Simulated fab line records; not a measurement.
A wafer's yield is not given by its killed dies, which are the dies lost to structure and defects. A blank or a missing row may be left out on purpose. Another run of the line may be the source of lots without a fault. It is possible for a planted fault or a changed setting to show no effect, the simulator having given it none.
Chamber matching :: flow n5-finfet :: cmp-03 running N5_ILD0_CMP_07: 4 sister chambers
The step polishes SiO2 flowable, stops on poly-Si, t overpolish 1.18 s, target thk 138.88 nm. 8 wafers are shown with their chamber, then 9 later ones without.

## WAFERS PAIRED WITH THEIR CHAMBERS
wafer: L087.3
chamber: 0
motor-current-A (A): 12.2

wafer: L087.6
chamber: 3
motor-current-A (A): 13.5

wafer: L088.1
chamber: 1
motor-current-A (A): 13.5

wafer: L088.3
chamber: 2
motor-current-A (A): 12.1

wafer: L088.5
chamber: 2
motor-current-A (A): 11.5

wafer: L092.1
chamber: 1
motor-current-A (A): 13.8

wafer: L092.2
chamber: 0
motor-current-A (A): 11.6

wafer: L092.6
chamber: 3
motor-current-A (A): 14.3

## WAFERS WHOSE CHAMBER IS MISSING
wafer: L094.1
motor-current-A (A): 13.9

wafer: L094.3
motor-current-A (A): 11.8

wafer: L094.4
motor-current-A (A): 13.1

wafer: L095.1
motor-current-A (A): 14.0

wafer: L095.2
motor-current-A (A): 12.4

wafer: L095.5
motor-current-A (A): 12.5

wafer: L097.2
motor-current-A (A): 13.6

wafer: L097.5
motor-current-A (A): 11.6

wafer: L097.6
motor-current-A (A): 13.6

## EACH ONE'S CHAMBER
wafer: L094.1
from the rows above: can't be placed: 3 or 1
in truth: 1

wafer: L094.3
from the rows above: can't be placed: 2 or 0
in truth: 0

wafer: L094.4
from the rows above: can't be placed: 1 or 3 or 0 or 2
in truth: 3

wafer: L095.1
from the rows above: can't be placed: 3 or 1
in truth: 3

wafer: L095.2
from the rows above: can't be placed: 0 or 2 or 1
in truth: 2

wafer: L095.5
from the rows above: can't be placed: 0 or 2 or 1 or 3
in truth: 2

wafer: L097.2
from the rows above: can't be placed: 1 or 3
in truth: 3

wafer: L097.5
from the rows above: can't be placed: 2 or 0
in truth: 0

wafer: L097.6
from the rows above: can't be placed: 1 or 3
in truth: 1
Correct placement for 0 of the 9. Cannot be placed on the basis of these rows: 9; the candidates contain the true chamber in 9. 0 placed wrongly.
How it was worked out, from the rows above alone: a wafer's distance from a chamber is the root of the sum, over the readings, of the square of ((its reading less the chamber's mean) divided by the reading's scatter). The wafer belongs to the nearest chamber; if the next one is less than 2 further off, it can't be placed. A chamber's mean is the mean of its shown wafers. The scatter: the root of (the sum of the squares of (reading less its chamber's mean) over the shown wafers, divided by (wafers less chambers)).
